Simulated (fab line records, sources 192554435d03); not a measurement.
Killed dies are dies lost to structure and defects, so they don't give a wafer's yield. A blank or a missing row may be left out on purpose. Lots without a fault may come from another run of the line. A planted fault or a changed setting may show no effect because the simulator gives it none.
One fault seen from 2 desks | flow n5_finfet | each desk has only its own numbers; what lay behind them comes last

THE METROLOGY DESK
What the gauges read, lot by lot, whatever tool the lot ran on: means of the sampled wafers that have a number. A lot is out of limits, marked OUT, if its mean lies more than 4 standard deviations from the usual mean; the brackets give that distance. Of its 12 readings 7 are shown: those that lie furthest out on some lot.
Columns: A = cd_nm at N5_DUMMY_GATE_CD_MEAS_50, usual 13.9 nm; B = IOFF_P at N5_BEOL_M4_RC_MEAS_101, usual 0.210 nA/um; C = ION_P at N5_BEOL_M4_RC_MEAS_101, usual 464 uA/um; D = SS_N at N5_BEOL_M4_RC_MEAS_101, usual 71.4 mV/dec; E = SS_P at N5_BEOL_M4_RC_MEAS_101, usual 73.3 mV/dec; F = VT_N at N5_BEOL_M4_RC_MEAS_101, usual 249.1 mV; G = VT_P at N5_BEOL_M4_RC_MEAS_101, usual -250 mV
lot  | first seen here | A    | B     | C   | D    | E    | F     | G
L776 | day 3 09:46     | 14.0 | 0.226 | 470 | 71.7 | 73.0 | 248.0 | -247
L777 | day 3 17:43     | 13.8 | 0.240 | 474 | 71.5 | 72.9 | 246.1 | -247
L784 | day 5 13:59     | 14.0 | 0.228 | 464 | 70.7 | 73.2 | 248.5 | -248
L792 | day 7 10:52     | 13.5 | 0.196 | 462 | 71.8 | 74.2 | 248.9 | -255
L793 | day 7 22:08     | 13.5 | 0.232 | 467 | 71.5 | 73.4 | 247.5 | -245
This desk's finding: nothing out of limits on any of the 5 lots.

THE TOOL OWNER'S DESK: rie_si-03
The tool's own readings at N5_DUMMY_GATE_ETCH_44 (etches poly-Si in HBr/O2, stops on SiO2, target depth 127.5 nm): means of the sampled wafers that have a number, for each lot that ran on this tool. A lot is out of limits, marked OUT, if its mean lies more than 4 standard deviations from the usual mean; the brackets give that distance.
Columns: A = drypump_motor_current_A at N5_DUMMY_GATE_ETCH_44, usual 5.9 A; B = oes_product_au at N5_DUMMY_GATE_ETCH_44, usual 0.734 a.u.; C = throttle_valve_pct at N5_DUMMY_GATE_ETCH_44, usual 18.50 %
lot  | first seen here | A   | B     | C
L776 | day 3 10:09     | 5.5 | 0.721 | 18.53
L777 | day 3 18:06     | 6.1 | 0.742 | 18.61
L784 | day 5 14:30     | 6.3 | 0.734 | 18.36
This desk's finding: nothing out of limits on any of the 3 lots.

PUT TOGETHER
The metrology desk saw nothing out of limits.
The tool owner's desk saw nothing out of limits.

WHAT THE SIMULATOR HAD PUT IN
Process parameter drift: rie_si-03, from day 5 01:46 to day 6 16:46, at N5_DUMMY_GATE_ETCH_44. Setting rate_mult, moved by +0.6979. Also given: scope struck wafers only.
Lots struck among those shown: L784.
